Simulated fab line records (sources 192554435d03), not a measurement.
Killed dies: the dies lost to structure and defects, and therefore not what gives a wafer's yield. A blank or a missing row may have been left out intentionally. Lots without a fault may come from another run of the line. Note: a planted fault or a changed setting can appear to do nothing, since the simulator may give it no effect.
Matching of chambers :: flow n5-finfet :: 3 sister chambers for N5_BEOL_M8_PECVD_70 on pecvd-02
The step deposits SiO2 from TEOS/O2, target thk 20 nm, time 22.7 s. 3 wafers are shown with their chamber, then 7 later ones without.

WAFERS WITH THEIR CHAMBER
wafer: L086.4
chamber: 0
showerhead-plenum-p-Torr (Torr): 8.85

wafer: L091.1
chamber: 2
showerhead-plenum-p-Torr (Torr): 8.66

wafer: L091.2
chamber: 1
showerhead-plenum-p-Torr (Torr): 8.88

WAFERS WHOSE CHAMBER IS MISSING
wafer: L091.3
showerhead-plenum-p-Torr (Torr): 8.86

wafer: L091.4
showerhead-plenum-p-Torr (Torr): 8.87

wafer: L091.5
showerhead-plenum-p-Torr (Torr): 8.84

wafer: L091.6
showerhead-plenum-p-Torr (Torr): 8.65

wafer: L097.2
showerhead-plenum-p-Torr (Torr): 8.87

wafer: L097.5
showerhead-plenum-p-Torr (Torr): 8.88

wafer: L097.6
showerhead-plenum-p-Torr (Torr): 8.65

WHICH CHAMBER EACH ONE RAN IN
wafer: L091.3
from the rows above: can't be placed: 0 or 1
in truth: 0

wafer: L091.4
from the rows above: can't be placed: 1 or 0
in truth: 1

wafer: L091.5
from the rows above: 0
in truth: 0

wafer: L091.6
from the rows above: 2
in truth: 2

wafer: L097.2
from the rows above: can't be placed: 1 or 0
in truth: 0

wafer: L097.5
from the rows above: 1
in truth: 1

wafer: L097.6
from the rows above: 2
in truth: 2
4 of 7 placed correctly. Unplaceable from these rows: 3, with the true chamber sitting among the candidates in 3. Wrongly placed: 0.
How it was worked out, from the rows above alone: a wafer's distance from a chamber is the root of the sum, over the readings, of the square of ((its reading less the chamber's mean) divided by the reading's scatter). The wafer belongs to the nearest chamber; if the next one is less than 2 further off, it can't be placed. The mean given for a chamber averages the wafers shown for that chamber. The scatter: with one shown wafer a chamber, the root of the mean of the squares of how far each hidden wafer lies from its nearest shown one.
